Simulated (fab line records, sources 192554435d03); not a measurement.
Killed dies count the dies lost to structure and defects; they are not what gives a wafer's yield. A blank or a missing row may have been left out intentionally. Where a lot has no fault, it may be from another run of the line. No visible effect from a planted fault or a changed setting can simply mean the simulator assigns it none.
Split-lot study | flow n5Finfet | 7 lots, 21 wafers read, on a route of 1938 steps

== SPLIT DETAILS ==
At N5_BEOL_M4_COAT_68 (time 60 s, resist thk 12 nm), the setting spinRpm was moved away from the recipe's 1500 rpm on 7 of the 21 wafers read, by -8.5% to -4.1%. This setting was run at the recipe's value on the other wafers.

The reading is taken at the split's own step.

== THE READING ==
SiARC_of_BEOL_M4_COAT_68.thkNm (the simulator's own value, which no gauge read), in nm, at N5_BEOL_M4_COAT_68 (time 60 s, resist thk 12 nm). No usual value for it is given in the file.

wafer  | tool, chamber at the split | spinRpm as run, rpm | against the recipe | SiARC_of_BEOL_M4_COAT_68.thkNm, nm | against lot-mates on the recipe
L074.2 | lithoTrack-02, 0           | 1500                | recipe             | 12                                 | -
L074.3 | lithoTrack-02, 0           | 1500                | recipe             | 12                                 | -
L074.5 | lithoTrack-02, 0           | 1500                | recipe             | 12                                 | -
L081.3 | lithoTrack-03, 0           | 1500                | recipe             | 12                                 | -
L081.4 | lithoTrack-03, 0           | 1412                | -5.9%              | 12.4                               | +0.4
L081.5 | lithoTrack-03, 0           | 1412                | -5.9%              | 12.4                               | +0.4
L084.1 | lithoTrack-05, 0           | 1500                | recipe             | 12                                 | -
L084.4 | lithoTrack-05, 0           | 1500                | recipe             | 12                                 | -
L084.6 | lithoTrack-05, 0           | 1439                | -4.1%              | 12.2                               | +0.2
L092.1 | lithoTrack-05, 0           | 1500                | recipe             | 12                                 | -
L092.3 | lithoTrack-05, 0           | 1500                | recipe             | 12                                 | -
L092.4 | lithoTrack-05, 0           | 1500                | recipe             | 12                                 | -
L088.2 | lithoTrack-03, 0           | 1500                | recipe             | 12                                 | -
L088.5 | lithoTrack-03, 0           | 1500                | recipe             | 12                                 | -
L088.6 | lithoTrack-03, 0           | 1500                | recipe             | 12                                 | -
L089.2 | lithoTrack-05, 0           | 1372                | -8.5%              | 12.6                               | +0.6
L089.6 | lithoTrack-05, 0           | 1372                | -8.5%              | 12.6                               | +0.6
L089.5 | lithoTrack-05, 0           | 1500                | recipe             | 12                                 | -
L093.1 | lithoTrack-03, 0           | 1413                | -5.8%              | 12.4                               | +0.4
L093.6 | lithoTrack-03, 0           | 1413                | -5.8%              | 12.4                               | +0.4
L093.5 | lithoTrack-03, 0           | 1500                | recipe             | 12                                 | -

THE FIT
A straight line over all 21 wafers: SiARC_of_BEOL_M4_COAT_68.thkNm changes by -0.0688 nm for each +1% of spinRpm; r = -1.00; the points scatter about the line by 0.019 nm.
The same after taking each lot's own level away (the mean of its wafers on the recipe; 21 wafers): -0.0688 nm for each +1%; r = -1.00; scatter 0.019 nm.
According to that fit, moving spinRpm by its largest amount changes the reading by 0.59 nm.
The lots' own levels span 12.00 to 12.00 nm.
The two slopes agree, so the slope changes little with the lot-to-lot level.
Check: with one of the wafers moved furthest among these (-8.5%) left out of the fit, the line predicts +0.579 nm for it against its lot-mates. It came out at +0.6 nm against them.

== OTHER SPLITS ON THESE WAFERS ==
Other splits were also applied to these wafers ahead of the reading. Each is held against what the fit with the lots' levels taken away leaves over:
other split on the same wafers    | wafers away from the commonest value | r with SiARC_of_BEOL_M4_COAT_68.thkNm (lot level and that fit taken away)
N5_BEOL_M1_COAT_61 spinRpm        | 7                                    | +0.29
N5_BEOL_M1_COAT_05 spinRpm        | 10                                   | -0.36
N5_BEOL_M1_CMP_52 downForcePsi    | 6                                    | +0.02
N5_BEOL_M2_ILD_DEP_00 timeS       | 10                                   | +0.08
N5_BEOL_M2_EXPOSE_08 doseMj       | 6                                    | +0.38
N5_BEOL_M2_ETCH_64 biasW          | 11                                   | +0.42
N5_BEOL_M3_ETCH_70 biasW          | 9                                    | -0.47
N5_BEOL_M3_TRENCH_ETCH_37 sourceW | 5                                    | +0.17

== THE FILE'S OWN FIT ==
SiARC_of_BEOL_M4_COAT_68.thkNm changes by -0.0673 nm for each +1% of spinRpm, r = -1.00.
